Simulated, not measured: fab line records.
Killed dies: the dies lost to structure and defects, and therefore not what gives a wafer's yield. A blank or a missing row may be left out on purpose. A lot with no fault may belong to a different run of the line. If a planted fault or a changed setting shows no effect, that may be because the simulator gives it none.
What tool caused it? / flow nand harc / 13 lots with 39 wafers sampled at 5 steps, on a route of 1302 steps

## WHAT EACH GAUGE READ, for each wafer
NHARC_END_SORT_01. Usual: killed at array 63, standard deviation 17; killed at other 0.8, standard deviation 1.1; killed at periphery 3.5, standard deviation 3; killed dies 67, standard deviation 17; killed open 3.1, standard deviation 1.6; killed short 2.6, standard deviation 1.4.
lot=L413; measured=day 31 12:52; on=prober-01; killed at array=46 52 643; killed at other=0 1 2; killed at periphery=7 2 1; killed dies=53 55 646; killed open=2 3 3; killed short=4 3 6; flag=OFF
lot=L412; measured=day 31 14:28; on=prober-02; killed at array=57 69 649; killed at other=0 0 0; killed at periphery=6 1 4; killed dies=63 70 653; killed open=3 5 1; killed short=2 3 4; flag=OFF

## WHAT TOOL EACH LOT RAN ON (gives the tool, then ch and the chambers of the sampled wafers, and finally the start)
lot=L398; NHARC_A_SGD_CUT_DEP_00=pecvd-01 ch 0,2, day 19 20:26; NHARC_THIN_TSV_STRIP_45=plasma asher-02 ch 0,1, day 24 17:46; NHARC_THIN_TSV_ETCHBACK_48=rie diel-09 ch 0,1,2, day 24 18:58; NHARC_THIN_TSV_PRE_CLEAN_54=pvd sputter-02, day 24 21:31
lot=L400; NHARC_A_SGD_CUT_DEP_00=pecvd-03 ch 0,1, day 20 13:13; NHARC_THIN_TSV_STRIP_45=plasma asher-01 ch 1, day 25 00:27; NHARC_THIN_TSV_ETCHBACK_48=rie diel-13 ch 0,1,2, day 25 01:39; NHARC_THIN_TSV_PRE_CLEAN_54=pvd sputter-03, day 25 04:17
lot=L402; NHARC_A_SGD_CUT_DEP_00=pecvd-03 ch 0,1,2, day 21 03:16; NHARC_THIN_TSV_STRIP_45=plasma asher-02 ch 0,1, day 25 20:47; NHARC_THIN_TSV_ETCHBACK_48=rie diel-09 ch 0,1,3, day 25 22:02; NHARC_THIN_TSV_PRE_CLEAN_54=pvd sputter-03, day 26 00:54
lot=L403; NHARC_A_SGD_CUT_DEP_00=pecvd-03 ch 1,2, day 21 20:53; NHARC_THIN_TSV_STRIP_45=plasma asher-01 ch 0,1, day 26 13:37; NHARC_THIN_TSV_ETCHBACK_48=rie diel-13 ch 0,1, day 26 14:49; NHARC_THIN_TSV_PRE_CLEAN_54=pvd sputter-01, day 26 17:24
lot=L404; NHARC_A_SGD_CUT_DEP_00=pecvd-03 ch 0,1,2, day 22 21:56; NHARC_THIN_TSV_STRIP_45=plasma asher-02 ch 0,1, day 27 12:08; NHARC_THIN_TSV_ETCHBACK_48=rie diel-13 ch 1,2,3, day 27 13:27; NHARC_THIN_TSV_PRE_CLEAN_54=pvd sputter-03, day 27 16:00
lot=L405; NHARC_A_SGD_CUT_DEP_00=pecvd-01 ch 0,2, day 23 09:34; NHARC_THIN_TSV_STRIP_45=plasma asher-01 ch 0,1, day 28 01:02; NHARC_THIN_TSV_ETCHBACK_48=rie diel-09 ch 1,3, day 28 02:15; NHARC_THIN_TSV_PRE_CLEAN_54=pvd sputter-01, day 28 04:53
lot=L406; NHARC_A_SGD_CUT_DEP_00=pecvd-01 ch 0,1,2, day 23 14:04; NHARC_THIN_TSV_STRIP_45=plasma asher-01 ch 0,1, day 28 07:26; NHARC_THIN_TSV_ETCHBACK_48=rie diel-10 ch 0,1, day 28 08:33; NHARC_THIN_TSV_PRE_CLEAN_54=pvd sputter-03, day 28 11:09
lot=L407; NHARC_A_SGD_CUT_DEP_00=pecvd-04 ch 0,1,2, day 23 15:17; NHARC_THIN_TSV_STRIP_45=plasma asher-01 ch 0,1, day 28 06:02; NHARC_THIN_TSV_ETCHBACK_48=rie diel-13 ch 0,1,2, day 28 07:17; NHARC_THIN_TSV_PRE_CLEAN_54=pvd sputter-02, day 28 09:50
lot=L410; NHARC_A_SGD_CUT_DEP_00=pecvd-03 ch 0,2, day 25 00:02; NHARC_THIN_TSV_STRIP_45=plasma asher-02 ch 0, day 29 11:50; NHARC_THIN_TSV_ETCHBACK_48=rie diel-09 ch 0,1,2, day 29 12:59; NHARC_THIN_TSV_PRE_CLEAN_54=pvd sputter-02, day 29 15:35
lot=L409; NHARC_A_SGD_CUT_DEP_00=pecvd-03 ch 0,1, day 25 06:14; NHARC_THIN_TSV_STRIP_45=plasma asher-02 ch 0,1, day 29 20:09; NHARC_THIN_TSV_ETCHBACK_48=rie diel-13 ch 0,2,3, day 29 21:21; NHARC_THIN_TSV_PRE_CLEAN_54=pvd sputter-01, day 29 23:58
lot=L413; NHARC_A_SGD_CUT_DEP_00=pecvd-03 ch 0,2, day 26 08:07; NHARC_THIN_TSV_STRIP_45=plasma asher-02 ch 1, day 30 20:55; NHARC_THIN_TSV_ETCHBACK_48=rie diel-10 ch 0,3, day 30 22:06; NHARC_THIN_TSV_PRE_CLEAN_54=pvd sputter-02, day 31 00:41
lot=L412; NHARC_A_SGD_CUT_DEP_00=pecvd-03 ch 0,1,2, day 26 08:29; NHARC_THIN_TSV_STRIP_45=plasma asher-02 ch 0,1, day 30 22:08; NHARC_THIN_TSV_ETCHBACK_48=rie diel-09 ch 2,3, day 30 23:17; NHARC_THIN_TSV_PRE_CLEAN_54=pvd sputter-01, day 31 01:50
lot=L419; NHARC_A_SGD_CUT_DEP_00=pecvd-03 ch 1,2, day 28 21:55; NHARC_THIN_TSV_STRIP_45=plasma asher-01 ch 0,1, day 33 14:52; NHARC_THIN_TSV_ETCHBACK_48=rie diel-09 ch 0,1, day 33 16:03; NHARC_THIN_TSV_PRE_CLEAN_54=pvd sputter-03, day 33 18:49
- NHARC_A_SGD_CUT_DEP_00: deposits SiNx, target thk 50 nm.
- NHARC_THIN_TSV_STRIP_45: strips in O2.
- NHARC_THIN_TSV_ETCHBACK_48: etches the open film in C4F8/Ar, target depth 1028.5 nm, time 405.17 s.
- NHARC_THIN_TSV_PRE_CLEAN_54: time 30 s.

## WHAT THE TOOLS THEMSELVES READ (means of the sampled wafers that have a number; where no wafer has one, the mark that the record gives instead)
NHARC_A_SGD_CUT_DEP_00. Usual: heater power w 686 W, standard deviation 79; susceptor temp C 400.01 C, standard deviation 0.2.
lot=L398; tool=pecvd-01; heater power w (W)=677; susceptor temp C (C)=400.19; flag=
lot=L400; tool=pecvd-03; heater power w (W)=662; susceptor temp C (C)=400.08; flag=
lot=L402; tool=pecvd-03; heater power w (W)=701; susceptor temp C (C)=399.84; flag=
lot=L403; tool=pecvd-03; heater power w (W)=692; susceptor temp C (C)=399.81; flag=
lot=L404; tool=pecvd-03; heater power w (W)=689; susceptor temp C (C)=400.03; flag=
lot=L405; tool=pecvd-01; heater power w (W)=691; susceptor temp C (C)=400.04; flag=
lot=L406; tool=pecvd-01; heater power w (W)=693; susceptor temp C (C)=399.89; flag=
lot=L407; tool=pecvd-04; heater power w (W)=706; susceptor temp C (C)=400.04; flag=
lot=L410; tool=pecvd-03; heater power w (W)=760; susceptor temp C (C)=399.94; flag=
lot=L409; tool=pecvd-03; heater power w (W)=611; susceptor temp C (C)=400.06; flag=
lot=L413; tool=pecvd-03; heater power w (W)=797; susceptor temp C (C)=400.23; flag=
lot=L412; tool=pecvd-03; heater power w (W)=685; susceptor temp C (C)=400.25; flag=
lot=L419; tool=pecvd-03; heater power w (W)=718; susceptor temp C (C)=399.96; flag=

NHARC_THIN_TSV_STRIP_45. Usual: drypump motor current A 5.6 A, standard deviation 0.33; heater power w 349 W, standard deviation 29.
lot=L398; tool=plasma asher-02; drypump motor current A (A)=5.6; heater power w (W)=385; flag=
lot=L400; tool=plasma asher-01; drypump motor current A (A)=5.7; heater power w (W)=328; flag=
lot=L402; tool=plasma asher-02; drypump motor current A (A)=5.8; heater power w (W)=374; flag=
lot=L403; tool=plasma asher-01; drypump motor current A (A)=5.5; heater power w (W)=322; flag=
lot=L404; tool=plasma asher-02; drypump motor current A (A)=5.6; heater power w (W)=372; flag=
lot=L405; tool=plasma asher-01; drypump motor current A (A)=5.5; heater power w (W)=322; flag=
lot=L406; tool=plasma asher-01; drypump motor current A (A)=5.5; heater power w (W)=332; flag=
lot=L407; tool=plasma asher-01; drypump motor current A (A)=5.5; heater power w (W)=321; flag=
lot=L410; tool=plasma asher-02; drypump motor current A (A)=5.3; heater power w (W)=391; flag=
lot=L409; tool=plasma asher-02; drypump motor current A (A)=5.6; heater power w (W)=372; flag=
lot=L413; tool=plasma asher-02; drypump motor current A (A)=6.2; heater power w (W)=343; flag=
lot=L412; tool=plasma asher-02; drypump motor current A (A)=5.7; heater power w (W)=367; flag=
lot=L419; tool=plasma asher-01; drypump motor current A (A)=5.6; heater power w (W)=323; flag=

NHARC_THIN_TSV_ETCHBACK_48. Usual: bias w 299.9 W, standard deviation 0.86; oes product au 0.94 a.u., standard deviation 0.031; rf vpp V 547 V, standard deviation 4.
lot=L398; tool=rie diel-09; bias w (W)=299.7; oes product au (a.u.)=0.97; rf vpp V (V)=549; flag=
lot=L400; tool=rie diel-13; bias w (W)=300.3; oes product au (a.u.)=0.93; rf vpp V (V)=546; flag=
lot=L402; tool=rie diel-09; bias w (W)=299.9; oes product au (a.u.)=0.92; rf vpp V (V)=549; flag=
lot=L403; tool=rie diel-13; bias w (W)=299.7; oes product au (a.u.)=1.01; rf vpp V (V)=547; flag=
lot=L404; tool=rie diel-13; bias w (W)=300.2; oes product au (a.u.)=0.92; rf vpp V (V)=546; flag=
lot=L405; tool=rie diel-09; bias w (W)=300.5; oes product au (a.u.)=0.93; rf vpp V (V)=549; flag=
lot=L406; tool=rie diel-10; bias w (W)=299.3; oes product au (a.u.)=0.99; rf vpp V (V)=546; flag=
lot=L407; tool=rie diel-13; bias w (W)=299.4; oes product au (a.u.)=0.93; rf vpp V (V)=544; flag=
lot=L410; tool=rie diel-09; bias w (W)=300.6; oes product au (a.u.)=1.00; rf vpp V (V)=549; flag=
lot=L409; tool=rie diel-13; bias w (W)=299.5; oes product au (a.u.)=0.93; rf vpp V (V)=546; flag=
lot=L413; tool=rie diel-10; bias w (W)=299.4; oes product au (a.u.)=1.01; rf vpp V (V)=543; flag=
lot=L412; tool=rie diel-09; bias w (W)=299.2; oes product au (a.u.)=0.93; rf vpp V (V)=552; flag=
lot=L419; tool=rie diel-09; bias w (W)=299.3; oes product au (a.u.)=0.91; rf vpp V (V)=546; flag=

NHARC_THIN_TSV_PRE_CLEAN_54. Usual: heater power w 425 W, standard deviation 27; susceptor temp C 280.00 C, standard deviation 0.19.
lot=L398; tool=pvd sputter-02; heater power w (W)=400; susceptor temp C (C)=-; flag=OFF
lot=L400; tool=pvd sputter-03; heater power w (W)=415; susceptor temp C (C)=280.06; flag=
lot=L402; tool=pvd sputter-03; heater power w (W)=413; susceptor temp C (C)=-; flag=OFF
lot=L403; tool=pvd sputter-01; heater power w (W)=438; susceptor temp C (C)=280.08; flag=
lot=L404; tool=pvd sputter-03; heater power w (W)=418; susceptor temp C (C)=-; flag=OFF
lot=L405; tool=pvd sputter-01; heater power w (W)=417; susceptor temp C (C)=280.01; flag=
lot=L406; tool=pvd sputter-03; heater power w (W)=422; susceptor temp C (C)=279.77; flag=
lot=L407; tool=pvd sputter-02; heater power w (W)=419; susceptor temp C (C)=-; flag=OFF
lot=L410; tool=pvd sputter-02; heater power w (W)=431; susceptor temp C (C)=-; flag=OFF
lot=L409; tool=pvd sputter-01; heater power w (W)=432; susceptor temp C (C)=280.15; flag=
lot=L413; tool=pvd sputter-02; heater power w (W)=422; susceptor temp C (C)=280.03; flag=
lot=L412; tool=pvd sputter-01; heater power w (W)=440; susceptor temp C (C)=280.15; flag=
lot=L419; tool=pvd sputter-03; heater power w (W)=423; susceptor temp C (C)=280.26; flag=

## THE ANSWER, worked out from the rows above alone
Rule: lot off if the mean of its wafers having a number is beyond 3 standard deviations from the usual mean. A lot without any number at a reading at which 4 lots or more have one is off too. The other lots that the step has rows for count as sound. After the gauges, taken in route order, come the tools' own readings; for these a lot's mean is taken, as printed above. The first step at which some lot is off is used, and at that step the reading that is off furthest; a lot without a number counts as furthest.
Off: L413, L412, at NHARC_END_SORT_01 (killed at array). Neither off nor sound, because the step has no rows for them: L398, L400, L402, L403, L404, L405, L406, L407, L410, L409, L419.
If a tool, at a process step before that reading, ran all the lots that are off and no sound lot after the first of them, it fits. Those tools and the gauges at NHARC_END_SORT_01 are tried in the same way. 2 tools fit, pecvd-03 at NHARC_A_SGD_CUT_DEP_00 and plasma asher-02 at NHARC_THIN_TSV_STRIP_45, so this cannot tell which one it is.

## WHAT THE SIMULATOR HAD INSERTED
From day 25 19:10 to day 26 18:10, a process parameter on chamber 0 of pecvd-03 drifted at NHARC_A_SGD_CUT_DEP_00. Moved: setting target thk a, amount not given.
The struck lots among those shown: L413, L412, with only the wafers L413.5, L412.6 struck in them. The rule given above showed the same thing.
